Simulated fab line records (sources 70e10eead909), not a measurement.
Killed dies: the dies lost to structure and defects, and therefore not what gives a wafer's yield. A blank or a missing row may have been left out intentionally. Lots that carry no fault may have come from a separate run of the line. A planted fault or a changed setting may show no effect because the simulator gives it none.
Chamber matching :: flow nandHarc :: NHARC_A_CHANNEL_FILL_D2_CMP_10 on cmp-01 has 4 sister chambers
The step polishes, target thk 150 nm. 18 wafers are shown with their chamber, then 9 later ones without.

WAFERS, EACH WITH ITS CHAMBER
wafer: L075.1
chamber: 1
motorCurrentA (A): 10.8
timeToEndpointS (s): 12.5

wafer: L075.2
chamber: 3
motorCurrentA (A): 11.0
timeToEndpointS (s): 12.6

wafer: L075.5
chamber: 0
motorCurrentA (A): 11.5
timeToEndpointS (s): 9.4

wafer: L080.1
chamber: 3
motorCurrentA (A): 10.7
timeToEndpointS (s): 16.4

wafer: L080.4
chamber: 0
motorCurrentA (A): 12.0
timeToEndpointS (s): 11.2

wafer: L080.6
chamber: 1
motorCurrentA (A): 10.8
timeToEndpointS (s): 17.2

wafer: L084.2
chamber: 1
motorCurrentA (A): 11.0
timeToEndpointS (s): 16.5

wafer: L084.5
chamber: 1
motorCurrentA (A): 10.9
timeToEndpointS (s): 17.3

wafer: L084.6
chamber: 2
motorCurrentA (A): 9.3
timeToEndpointS (s): 15.2

wafer: L086.3
chamber: 0
motorCurrentA (A): 11.7
timeToEndpointS (s): 11.5

wafer: L086.5
chamber: 3
motorCurrentA (A): 10.9
timeToEndpointS (s): 13.4

wafer: L086.6
chamber: 2
motorCurrentA (A): 10.0
timeToEndpointS (s): 15.4

wafer: L088.4
chamber: 3
motorCurrentA (A): 11.3
timeToEndpointS (s): 16.2

wafer: L088.5
chamber: 2
motorCurrentA (A): 9.4
timeToEndpointS (s): 18.0

wafer: L088.6
chamber: 3
motorCurrentA (A): 11.2
timeToEndpointS (s): 15.5

wafer: L089.2
chamber: 3
motorCurrentA (A): 11.1
timeToEndpointS (s): 14.8

wafer: L089.4
chamber: 1
motorCurrentA (A): 10.9
timeToEndpointS (s): 18.3

wafer: L089.5
chamber: 3
motorCurrentA (A): 11.4
timeToEndpointS (s): 17.0

SIGNATURES (averages over the wafers above)
reading: motorCurrentA
chamber 0: 11.733
chamber 1: 10.880
chamber 2: 9.567
chamber 3: 11.086
scatter within a chamber: 0.238

reading: timeToEndpointS
chamber 0: 10.700
chamber 1: 16.360
chamber 2: 16.200
chamber 3: 15.129
scatter within a chamber: 1.77
Rule: for each reading, subtract the chamber's mean from the wafer's reading, divide by that reading's scatter and square the result; add these up over the readings and take the root, which gives the wafer's distance from the chamber. The wafer belongs to the nearest chamber; if the next one is less than 2 further off, it can't be placed. The scatter: the root of (the sum of the squares of (reading less its chamber's mean) over the shown wafers, divided by (wafers less chambers)).

WAFERS WHOSE CHAMBER IS MISSING
wafer: L093.3
motorCurrentA (A): 11.7
timeToEndpointS (s): 11.7

wafer: L093.4
motorCurrentA (A): 10.4
timeToEndpointS (s): 20.5

wafer: L093.5
motorCurrentA (A): 12.6
timeToEndpointS (s): 13.2

wafer: L093.1
motorCurrentA (A): 11.4
timeToEndpointS (s): 17.7

wafer: L093.2
motorCurrentA (A): 11.1
timeToEndpointS (s): 17.7

wafer: L093.6
motorCurrentA (A): 11.0
timeToEndpointS (s): 18.5

wafer: L097.1
motorCurrentA (A): 10.7
timeToEndpointS (s): 17.3

wafer: L097.3
motorCurrentA (A): 11.4
timeToEndpointS (s): 10.3

wafer: L097.5
motorCurrentA (A): 9.9
timeToEndpointS (s): 15.2

WHICH CHAMBER EACH ONE RAN IN
wafer: L093.3
from the rows above: 0
in truth: 0

wafer: L093.4
from the rows above: can't be placed: 1 or 3 or 2
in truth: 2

wafer: L093.5
from the rows above: 0
in truth: 0

wafer: L093.1
from the rows above: can't be placed: 3 or 1
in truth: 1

wafer: L093.2
from the rows above: can't be placed: 1 or 3
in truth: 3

wafer: L093.6
from the rows above: can't be placed: 1 or 3
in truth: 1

wafer: L097.1
from the rows above: can't be placed: 1 or 3
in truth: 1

wafer: L097.3
from the rows above: can't be placed: 0 or 3
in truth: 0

wafer: L097.5
from the rows above: 2
in truth: 2
3 of 9 placed correctly. Not placeable from these rows: 6 (in 6, the candidates include the true chamber). 0 placed wrongly.
